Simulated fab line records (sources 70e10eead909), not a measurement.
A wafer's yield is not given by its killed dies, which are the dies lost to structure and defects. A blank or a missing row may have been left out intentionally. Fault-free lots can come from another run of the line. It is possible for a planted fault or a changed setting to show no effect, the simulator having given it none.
Comparing a struck lot with a sound one	flow nand-harc	15 out of 1302 route steps
Sound: these wafers, L977.2, L977.5, L977.6. Wafers struck: L979.3, L979.4, L979.6. The cause comes at the end.
Per side, at each step with rows, come the tool, then ch with its chambers, and then its first start. Under that, the readings that differ: sound wafers	struck wafers	difference of the means	sigmas: that difference in standard deviations of wafers without a fault.
alike: same words and numbers on both sides, and readings whose means sit less than 2 such deviations apart. not compared: any withheld reading, any reading some wafer has no value for, any bound like >300 that may hide the same value, and any number with overlapping values for which the record gives no deviation.
A row with sigmas, a row that says differs or no value, or rows on one side alone: a step with any of these is where the two part. Numbers that have no deviation but don't overlap get no sigmas and don't part them. A reading that every wafer of one side lacks parts them only if that side has two wafers or more.

first, 7 steps without rows for these wafers: NHARC_A_SLIT_HMDS_02 (time 30 s); NHARC_A_SLIT_COAT_03 (resist thk 90 nm); NHARC_A_SLIT_SOFTBAKE_04 (time 55 s); NHARC_A_SLIT_EBR_05; NHARC_A_SLIT_EXPOSE_06 (exposes mask SLIT); NHARC_A_SLIT_PEB_07 (peb time 65 s); NHARC_A_SLIT_DEVELOP_08 (develop time 35 s).
NHARC_A_SLIT_CD_MEAS_09: target cd 300 nm.
  sound on cd-sem-02 ch 0, day 20 12:42; struck on cd-sem-03 ch 0, day 22 11:55
  alike: cd-nm
NHARC_A_SLIT_OVL_MEAS_10:
  sound: overlay-01 at day 20 12:47; struck: overlay-02 at day 22 12:01
  alike: overlay-x-nm, overlay-y-nm
NHARC_A_SLIT_INSPECT_11:
  sound: defect-inspect-02 at day 20 12:49; struck: defect-inspect-02 at day 22 12:02
  alike: raw-defect-count
NHARC_A_SLIT_DESCUM_14: chemistry O2, time 3 s.
  sound on rie-diel-06 ch 1,2, day 20 12:53; struck on rie-diel-02 ch 0,2,3, day 22 12:07
  alike: drypump-motor-current-A, oes-product-au, rf-vpp-V, showerhead-plenum-p-Torr, throttle-valve-pct
  not compared: rf-hours-counter-h
NHARC_A_SLIT_ETCH_24: etches the open film in CF4/CHF3, target depth 121 nm, time 60.5 s.
  sound on rie-diel-06 ch 0,2, day 20 12:59; struck on rie-diel-02 ch 0,1, day 22 12:11
  alike: drypump-motor-current-A, oes-product-au, rf-vpp-V, showerhead-plenum-p-Torr, throttle-valve-pct
  not compared: rf-hours-counter-h
NHARC_A_SLIT_ETCH_15: etches the open film in O2/COS, target depth 6200 nm, time 1612 s.
  sound on rie-diel-06 ch 0,1, day 20 13:05; struck on rie-diel-02 ch 0,1,2, day 22 12:17
reading	sound	struck	difference	sigmas
oes-product-au (a.u.)	1.001 1.014 1.000	1.250 1.253 1.265	+0.251	+23
  alike: drypump-motor-current-A, rf-vpp-V, showerhead-plenum-p-Torr, throttle-valve-pct
  not compared: rf-hours-counter-h
NHARC_A_SLIT_ETCH_17: etches the open film in C4F8/O2/Ar, time 4254.5 s, target depth 20300 nm.
  sound on har-etch-01 ch 0,1, day 20 14:23; struck on har-etch-02 ch 0,1, day 22 14:34
  alike: drypump-motor-current-A, showerhead-plenum-p-Torr, throttle-valve-pct
  not compared: rf-hours-counter-h
-- break in the record here, with 5 days between the starts of the struck wafers on either side (left off in module A_SLIT, picked up again in module END, where the first step shown is number 1302 on the route) --
NHARC_END_SORT_01:
  sound on prober-02 ch 0, day 25 13:13; struck on prober-02 ch 0, day 27 03:24
  alike: killed-at-array, killed-at-other, killed-at-periphery, killed-dies, killed-open, killed-short

WHERE THEY PART
NHARC_A_SLIT_ETCH_15 only, going by this record. Later steps at which nothing parts them and some readings are alike: NHARC_A_SLIT_ETCH_17, NHARC_END_SORT_01.

WHY: the cause the simulator had injected
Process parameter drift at NHARC_A_SLIT_ETCH_15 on rie-diel-02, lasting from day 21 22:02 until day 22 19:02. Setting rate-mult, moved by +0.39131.
